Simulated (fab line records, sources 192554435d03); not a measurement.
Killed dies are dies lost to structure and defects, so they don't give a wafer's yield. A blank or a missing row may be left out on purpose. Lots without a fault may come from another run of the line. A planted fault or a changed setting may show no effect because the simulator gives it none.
Which tool did it? | flow n5_finfet | 12 lots, 36 wafers sampled, at 3 steps of a route of 1938

WHAT THE GAUGES READ, wafer by wafer
N5_SD_EPI_P_EPI_MEAS_23.
lot  | measured    | on            | thk_nm (nm)
L075 | day 3 17:49 | film_metro-01 | 60.2 59.9 59.2
L077 | day 4 08:48 | film_metro-02 | 63.5 63.4 62.5
L079 | day 4 17:02 | film_metro-02 | 60.5 59.9 60.9
L081 | day 5 06:23 | film_metro-01 | 60.2 61.7 62.8
L083 | day 5 17:04 | film_metro-01 | 59.1 61.8 61.3
L085 | day 6 08:24 | film_metro-02 | 61.5 60.7 61.8
L087 | day 6 19:56 | film_metro-02 | 59.3 60.7 60.6
L089 | day 7 06:35 | film_metro-01 | 60.2 62.2 61.7
L091 | day 7 15:38 | film_metro-01 | 61.2 60.5 60.4
L093 | day 8 03:46 | film_metro-02 | 62.4 60.8 59.4
L095 | day 8 18:10 | film_metro-02 | 62.1 61.2 61.1
L097 | day 9 08:49 | film_metro-01 | 61.5 60.2 61.6

WHICH TOOL RAN EACH LOT (tool, then ch and the chambers of the sampled wafers, then the start)
lot  | N5_SD_EPI_P_ETCH_47               | N5_SD_EPI_P_STRIP_40
L075 | rie_diel-05 ch 0,1, day 3 13:57   | plasma_asher-01 ch 0,1, day 3 14:16
L077 | rie_diel-05 ch 2,3, day 4 05:30   | plasma_asher-01 ch 0,1, day 4 06:04
L079 | rie_diel-06 ch 2,3, day 4 14:00   | plasma_asher-02 ch 0,1, day 4 14:19
L081 | rie_diel-06 ch 0,3, day 5 02:31   | plasma_asher-01 ch 0,1, day 5 02:51
L083 | rie_diel-01 ch 0,2, day 5 14:02   | plasma_asher-01 ch 0,1, day 5 14:22
L085 | rie_diel-01 ch 1,2,3, day 6 05:22 | plasma_asher-02 ch 0,1, day 6 05:42
L087 | rie_diel-06 ch 0,1,2, day 6 16:50 | plasma_asher-02 ch 0,1, day 6 17:14
L089 | rie_diel-01 ch 0,1,3, day 7 01:00 | plasma_asher-02 ch 0,1, day 7 01:19
L091 | rie_diel-05 ch 0,1,3, day 7 10:39 | plasma_asher-02 ch 0,1, day 7 10:58
L093 | rie_diel-06 ch 0,1,2, day 8 00:44 | plasma_asher-01 ch 0,1, day 8 01:02
L095 | rie_diel-01 ch 2,3, day 8 14:17   | plasma_asher-02 ch 0,1, day 8 14:36
L097 | rie_diel-01 ch 1,3, day 9 03:49   | plasma_asher-01 ch 0,1, day 9 04:08
- N5_SD_EPI_P_ETCH_47: etches SiOCN in CH3F/O2, target depth 25 nm.
- N5_SD_EPI_P_STRIP_40: strips in N2/H2.

THE ANSWER, worked out from the rows above alone
Rule: what is usual is taken from the lots themselves. Put in order of their means at a reading, lots are off if they are a third of the lots or fewer, leave a main group of 4 or more, and stand apart from it by a gap of 3 or more times the standard deviation of the main group's means; of several such gaps the widest counts. A main group whose means are all the same, to the digits that the tables above print for the reading, isn't used. A lot without any number at a reading at which 4 lots or more have one is off too. The other lots that the step has rows for count as sound.
No lot is off at any reading shown: from this, nothing can be told.

WHAT THE SIMULATOR HAD PUT IN
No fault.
